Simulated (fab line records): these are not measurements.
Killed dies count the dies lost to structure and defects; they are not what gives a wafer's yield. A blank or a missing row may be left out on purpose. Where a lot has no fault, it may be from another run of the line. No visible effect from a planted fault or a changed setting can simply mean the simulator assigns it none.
Matching of chambers -- flow n5Finfet -- 4 sister chambers for N5_BEOL_M1_STRIP_19 on rieDiel-03
The step strips in O2. 14 wafers are shown with their chamber, then 7 later ones without.

EACH WAFER AND ITS CHAMBER
wafer,chamber,throttleValvePct (%),oesProductAu (a.u.),rfVppV (V)
L074.1,1,16.74,0.75,5.2
L074.3,3,16.71,0.74,3.4
L074.4,0,16.81,0.83,3.6
L075.2,1,16.74,0.75,3.7
L075.5,3,16.70,0.74,3.5
L075.6,0,16.83,0.82,3.5
L076.1,3,16.70,0.74,4.0
L076.2,1,16.74,0.75,4.6
L076.4,0,16.81,0.82,4.2
L078.3,3,16.70,0.72,3.2
L078.4,2,16.99,0.71,3.1
L078.5,2,16.99,0.71,3.7
L089.1,3,16.73,0.72,3.8
L089.4,1,16.76,0.74,2.9

SIGNATURES (averages over the wafers above)
reading,chamber 0,chamber 1,chamber 2,chamber 3,scatter within a chamber
throttleValvePct,16.8167,16.7450,16.9900,16.7080,0.0112
oesProductAu,0.8233,0.7475,0.7100,0.7320,0.00788
rfVppV,3.767,4.100,3.400,3.580,0.627
Rule: a wafer's distance from a chamber is the root of the sum, over the readings, of the square of ((its reading less the chamber's mean) divided by the reading's scatter). If the next closest chamber is less than 2 further off than the closest, the wafer can't be placed; otherwise it belongs to the closest. How the scatter is found: for the shown wafers, subtract from each reading the mean of its chamber, square and add these, divide the total by (wafers less chambers), then take the root.

WAFERS WITHOUT THEIR CHAMBER
wafer,throttleValvePct (%),oesProductAu (a.u.),rfVppV (V)
L089.5,16.85,0.81,2.9
L094.2,16.73,0.71,3.6
L094.3,17.03,0.70,3.2
L094.5,16.75,0.72,3.8
L095.1,16.78,0.73,4.3
L095.4,17.02,0.70,2.7
L095.6,17.01,0.70,3.4

WHICH CHAMBER EACH ONE RAN IN
wafer,from the rows above,in truth
L089.5,0,0
L094.2,can't be placed: 3 or 1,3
L094.3,2,2
L094.5,can't be placed: 1 or 3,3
L095.1,1,1
L095.4,2,2
L095.6,2,2
Correct placement for 5 of the 7. Unplaceable from these rows: 2, with the true chamber sitting among the candidates in 2. Placed wrongly: 0.
